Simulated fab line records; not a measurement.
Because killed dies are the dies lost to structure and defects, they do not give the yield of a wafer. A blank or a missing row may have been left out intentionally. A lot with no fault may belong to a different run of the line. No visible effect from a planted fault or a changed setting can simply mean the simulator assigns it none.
The tool behind it: which one? :: flow nand harc :: route of 1159 steps, sampled at 1 step: 11 lots, 33 wafers

== WHAT THE GAUGES READ, wafer by wafer ==
NHARC_P_BONDPAD_OVL_MEAS_38.
lot: L945
measured: day 6 11:07
on: overlay-01
overlay x nm (nm): -4 -4 -4
overlay y nm (nm): 2 2 2

lot: L946
measured: day 6 17:01
on: overlay-02
overlay x nm (nm): 4 4 3
overlay y nm (nm): -4 -4 -4

lot: L949
measured: day 7 15:08
on: overlay-01
overlay x nm (nm): 9 9 9
overlay y nm (nm): -2 -2 -2

lot: L951
measured: day 7 19:35
on: overlay-02
overlay x nm (nm): -11 -11 -11
overlay y nm (nm): -1 -1 -1

lot: L952
measured: day 8 04:03
on: overlay-02
overlay x nm (nm): -4 -4 -5
overlay y nm (nm): -3 -3 -2

lot: L955
measured: day 8 14:29
on: overlay-02
overlay x nm (nm): 8 8 9
overlay y nm (nm): 9 9 8

lot: L959
measured: day 9 17:51
on: overlay-02
overlay x nm (nm): 3 4 3
overlay y nm (nm): 2 2 2

lot: L956
measured: day 9 19:12
on: overlay-01
overlay x nm (nm): -2 -2 -2
overlay y nm (nm): 5 4 4

lot: L964
measured: day 11 04:37
on: overlay-02
overlay x nm (nm): -1 -1 0
overlay y nm (nm): 6 5 7

lot: L965
measured: day 11 08:21
on: overlay-02
overlay x nm (nm): -2 -2 -1
overlay y nm (nm): -9 -9 -9

lot: L968
measured: day 12 11:25
on: overlay-01
overlay x nm (nm): 1 1 1
overlay y nm (nm): 13 13 13

== EACH LOT AND THE TOOL THAT RAN IT (in order: tool; ch and the chambers of the sampled wafers; start) ==
There is no process step in the record ahead of these readings.

== AS READ BY THE TOOLS THEMSELVES (means over the sampled wafers that have a number; for cases with no such wafer, the mark the record gives instead) ==
The record holds no such reading with a usual standard deviation.

== THE ANSWER, worked out from the rows above alone ==
Rule: the lots themselves supply what counts as usual. Put in order of their means at a reading, lots are off if they are a third of the lots or fewer, leave a main group of 4 or more, and stand apart from it by a gap of 3 or more times the standard deviation of the main group's means; of several such gaps the widest counts. The tables above print the reading to a certain number of digits; a main group whose means all agree to those digits is not used. A lot without any number at a reading at which 4 lots or more have one is off too. The other lots that the step has rows for count as sound. The gauges are gone through in route order, then the tools' own readings, and for those a lot's mean is taken as printed above. At the first step where some lot is off, the reading lying furthest off is the one used; lots without a number count as furthest.
No lot is off at any reading shown: from this, nothing can be told.

== WHAT THE SIMULATOR HAD PUT IN ==
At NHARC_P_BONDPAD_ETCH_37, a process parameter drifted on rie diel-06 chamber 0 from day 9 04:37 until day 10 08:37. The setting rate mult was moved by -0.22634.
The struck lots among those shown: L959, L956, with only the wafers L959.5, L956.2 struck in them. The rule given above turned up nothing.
